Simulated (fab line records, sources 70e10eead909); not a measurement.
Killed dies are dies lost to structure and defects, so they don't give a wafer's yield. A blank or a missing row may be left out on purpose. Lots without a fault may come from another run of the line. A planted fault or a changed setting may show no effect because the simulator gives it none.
Chamber matching | flow nand_harc | NHARC_P_M0_ETCH_34 on rie_diel-09: 4 sister chambers
The step etches the open film in N2/H2, target depth 40 nm, overetch 12 nm, time 43.94 s. 8 wafers are shown with their chamber, then 9 later ones without.

WAFERS WITH THEIR CHAMBER
wafer  | chamber | drypump_motor_current_A (A) | showerhead_plenum_p_Torr (Torr)
L075.5 | 0       | 5.3                         | 2.07
L080.4 | 0       | 5.3                         | 2.06
L083.1 | 1       | 5.5                         | 2.15
L083.2 | 2       | 5.5                         | 2.09
L083.6 | 3       | 6.6                         | 2.14
L092.1 | 1       | 5.6                         | 2.14
L092.2 | 2       | 5.5                         | 2.08
L092.4 | 3       | 6.6                         | 2.13

WAFERS WITHOUT THEIR CHAMBER
wafer  | drypump_motor_current_A (A) | showerhead_plenum_p_Torr (Torr)
L094.1 | 6.6                         | 2.13
L094.4 | 6.6                         | 2.13
L094.5 | 5.5                         | 2.08
L095.1 | 5.5                         | 2.08
L095.3 | 6.6                         | 2.13
L095.4 | 5.5                         | 2.08
L096.1 | 5.4                         | 2.05
L096.2 | 6.6                         | 2.13
L096.3 | 5.5                         | 2.08

WHICH CHAMBER EACH WENT THROUGH
wafer  | from the rows above | in truth
L094.1 | 3                   | 3
L094.4 | 3                   | 3
L094.5 | 2                   | 2
L095.1 | 2                   | 2
L095.3 | 3                   | 3
L095.4 | 2                   | 2
L096.1 | 0                   | 0
L096.2 | 3                   | 3
L096.3 | 2                   | 2
Placed correctly: 9 of 9. Can't be placed from these rows: 0. Placed wrongly: 0.
How it was worked out, from the rows above alone: a wafer's distance from a chamber is the root of the sum, over the readings, of the square of ((its reading less the chamber's mean) divided by the reading's scatter). The wafer belongs to the nearest chamber; if the next one is less than 2 further off, it can't be placed. A chamber's mean is the mean of its shown wafers. The scatter: the root of (the sum of the squares of (reading less its chamber's mean) over the shown wafers, divided by (wafers less chambers)).
